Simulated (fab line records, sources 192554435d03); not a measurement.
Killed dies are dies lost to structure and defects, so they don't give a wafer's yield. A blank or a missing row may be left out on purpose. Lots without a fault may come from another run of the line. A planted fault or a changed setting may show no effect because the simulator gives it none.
One fault seen from 2 desks | flow n5_finfet | each desk has only its own numbers; what lay behind them comes last

THE METROLOGY DESK
What the gauges read, lot by lot, whatever tool the lot ran on: means of the sampled wafers that have a number. A lot is out of limits, marked OUT, if its mean lies more than 4 standard deviations from the usual mean; the brackets give that distance.
Columns: A = cd_nm at N5_PASSIVATION_CD_MEAS_44, usual 40000 nm
lot  | first seen here | A
L905 | day 11 21:23    | 40005
L907 | day 12 05:47    | 40002
L910 | day 13 04:08    | 40000
L911 | day 13 08:40    | 40006
L909 | day 14 00:47    | 39998
L914 | day 14 22:44    | 40005
L917 | day 16 01:38    | 40003
L923 | day 17 02:55    | 39994
L925 | day 17 06:49    | 39995
L927 | day 18 15:28    | 39997
This desk's finding: nothing out of limits on any of the 10 lots.

THE TOOL OWNER'S DESK: rie_diel-06
The tool's own readings at N5_MOL_CONTACT_COAG_VIA_ETCH_117 (etches SiO2 in C4F6/O2, target depth 40 nm, overetch 8 nm, time 26 s): means of the sampled wafers that have a number, for each lot that ran on this tool. A lot is out of limits, marked OUT, if its mean lies more than 4 standard deviations from the usual mean; the brackets give that distance.
Columns: A = drypump_motor_current_A at N5_MOL_CONTACT_COAG_VIA_ETCH_117, usual 5.7 A; B = mfc_ar_sccm at N5_MOL_CONTACT_COAG_VIA_ETCH_117, usual 300.0 sccm; C = oes_product_au at N5_MOL_CONTACT_COAG_VIA_ETCH_117, usual 0.71 a.u.; D = rf_vpp_V at N5_MOL_CONTACT_COAG_VIA_ETCH_117, usual 1586 V; E = showerhead_plenum_p_Torr at N5_MOL_CONTACT_COAG_VIA_ETCH_117, usual 2.83 Torr; F = throttle_valve_pct at N5_MOL_CONTACT_COAG_VIA_ETCH_117, usual 41.01 %
lot  | first seen here | A   | B     | C    | D    | E    | F
L905 | day 5 05:07     | 5.8 | 300.1 | 0.64 | 1575 | 2.77 | 40.98
L907 | day 5 18:22     | 6.0 | 299.3 | 0.65 | 1575 | 2.74 | 40.99
L909 | day 6 06:54     | 5.7 | 300.6 | 0.69 | 1580 | 2.85 | 41.03
L910 | day 6 09:43     | 5.7 | 299.8 | 0.69 | 1581 | 2.85 | 41.02
L914 | day 7 10:15     | 5.4 | 300.8 | 0.72 | 1588 | 2.95 | 41.05
L917 | day 8 03:57     | 5.6 | 300.2 | 0.79 | 1574 | 2.86 | 41.02
This desk's finding: nothing out of limits on any of the 6 lots.

PUT TOGETHER
The metrology desk saw nothing out of limits.
The tool owner's desk saw nothing out of limits.

WHAT THE SIMULATOR HAD PUT IN
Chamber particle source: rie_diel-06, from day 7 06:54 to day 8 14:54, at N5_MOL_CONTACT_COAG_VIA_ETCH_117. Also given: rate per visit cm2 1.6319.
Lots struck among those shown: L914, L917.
